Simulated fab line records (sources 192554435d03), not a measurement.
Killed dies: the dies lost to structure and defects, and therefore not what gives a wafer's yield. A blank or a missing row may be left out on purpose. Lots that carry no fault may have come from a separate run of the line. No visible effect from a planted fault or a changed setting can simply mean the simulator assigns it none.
2 desks looking at one fault || flow n5Finfet || only its own numbers are on each desk; what lay behind them is given at the end

== THE METROLOGY DESK ==
What the gauges read for every lot (on any tool): the sampled wafers with a number, averaged. The brackets show how far a lot's mean lies from the usual mean; more than 4 standard deviations puts the lot out of limits, marked OUT. It has 12 readings; the 7 that lie furthest out on some lot are the ones shown.
Columns: A = DIBL_N at N5_BEOL_M4_RC_MEAS_101, usual 36.4 mV/V; B = DIBL_P at N5_BEOL_M4_RC_MEAS_101, usual 36.4 mV/V; C = ION_N at N5_BEOL_M4_RC_MEAS_101, usual 675 uA/um; D = SS_N at N5_BEOL_M4_RC_MEAS_101, usual 71.6 mV/dec; E = SS_P at N5_BEOL_M4_RC_MEAS_101, usual 73.3 mV/dec; F = VT_N at N5_BEOL_M4_RC_MEAS_101, usual 250 mV; G = VT_P at N5_BEOL_M4_RC_MEAS_101, usual -250.3 mV
{"lot": "L358", "first seen here": "day 7 04:32", "A": 35.5, "B": 37.2, "C": 679, "D": 71.5, "E": 73.2, "F": 250, "G": -251.0}
{"lot": "L360", "first seen here": "day 7 12:48", "A": 35.9, "B": 34.7, "C": 677, "D": 71.7, "E": 73.5, "F": 248, "G": -251.8}
{"lot": "L361", "first seen here": "day 7 15:27", "A": 34.6, "B": 35.4, "C": 675, "D": 71.2, "E": 72.7, "F": 251, "G": -248.8}
{"lot": "L363", "first seen here": "day 8 01:35", "A": 37.5, "B": 35.3, "C": 683, "D": 71.3, "E": 73.7, "F": 249, "G": -248.1}
{"lot": "L366", "first seen here": "day 8 21:38", "A": 36.3, "B": 37.1, "C": 673, "D": 71.4, "E": 73.0, "F": 252, "G": -249.1}
{"lot": "L369", "first seen here": "day 9 13:56", "A": 35.4, "B": 35.6, "C": 665, "D": 71.4, "E": 73.7, "F": 253, "G": -253.7}
{"lot": "L370", "first seen here": "day 9 16:13", "A": 38.5, "B": 34.9, "C": 672, "D": 71.0, "E": 73.2, "F": 251, "G": -250.2}
{"lot": "L368", "first seen here": "day 9 21:22", "A": 35.8, "B": 36.3, "C": 660, "D": 72.0, "E": 72.7, "F": 256, "G": -249.4}
{"lot": "L372", "first seen here": "day 10 14:01", "A": 37.0, "B": 35.5, "C": 683, "D": 71.5, "E": 73.1, "F": 248, "G": -248.3}
{"lot": "L373", "first seen here": "day 10 16:16", "A": 38.1, "B": 38.9, "C": 684, "D": 71.9, "E": 73.6, "F": 249, "G": -249.7}
{"lot": "L376", "first seen here": "day 11 14:10", "A": 34.4, "B": 35.4, "C": 668, "D": 71.3, "E": 72.3, "F": 252, "G": -251.4}
{"lot": "L380", "first seen here": "day 12 10:52", "A": 36.3, "B": 37.6, "C": 671, "D": 71.6, "E": 72.9, "F": 250, "G": -249.1}
This desk's finding: nothing out of limits on any of the 12 lots.

== TOOL OWNER'S DESK, lithoTrack-05 ==
The tool's own readings at N5_BEOL_M2_COAT_05 (resist thk 30 nm): means of the sampled wafers that have a number, for each lot that ran on this tool. The brackets show how far a lot's mean lies from the usual mean; more than 4 standard deviations puts the lot out of limits, marked OUT.
Columns: A = chillPlateTempC at N5_BEOL_M2_COAT_05, usual 23.00 C; B = dispensePressureKPa at N5_BEOL_M2_COAT_05, usual 47 kPa; C = spinSpeedRpm at N5_BEOL_M2_COAT_05, usual 1499.9 rpm
{"lot": "L361", "first seen here": "day 7 16:30", "A": 22.84, "B": 44, "C": 1499.2}
{"lot": "L363", "first seen here": "day 8 02:30", "A": 23.03, "B": 44, "C": 1500.0}
{"lot": "L366", "first seen here": "day 8 23:47", "A": 23.07, "B": 44, "C": 1499.3}
{"lot": "L369", "first seen here": "day 9 16:27", "A": 22.98, "B": 44, "C": "1447.1 (-59) OUT"}
{"lot": "L370", "first seen here": "day 9 17:02", "A": 22.95, "B": 44, "C": "1446.5 (-59) OUT"}
{"lot": "L368", "first seen here": "day 9 21:55", "A": 23.03, "B": 44, "C": "1445.7 (-60) OUT"}
Finding of this desk: L368, L369, L370 out of limits; the first was L369 at day 9 16:27, on spinSpeedRpm at N5_BEOL_M2_COAT_05. Within limits: L361, L363, L366.

== TAKEN TOGETHER ==
At day 9 16:27, on L368, L369, L370, the tool owner's desk was in a position to raise an alarm.
Nothing out of limits was seen by the metrology desk.
The metrology desk holds a record of L368, L369, L370, inside its limits.
The lots listed all ran N5_BEOL_M2_COAT_05 on lithoTrack-05.

== WHAT WAS PUT IN BY THE SIMULATOR ==
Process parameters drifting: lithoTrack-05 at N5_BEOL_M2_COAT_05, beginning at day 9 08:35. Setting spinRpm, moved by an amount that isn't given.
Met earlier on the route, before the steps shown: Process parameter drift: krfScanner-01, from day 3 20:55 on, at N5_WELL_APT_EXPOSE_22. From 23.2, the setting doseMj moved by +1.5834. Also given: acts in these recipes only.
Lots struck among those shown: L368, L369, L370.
Delay in hours, fault start to first out-of-limits reading, by desk: the tool owner's desk at 8.
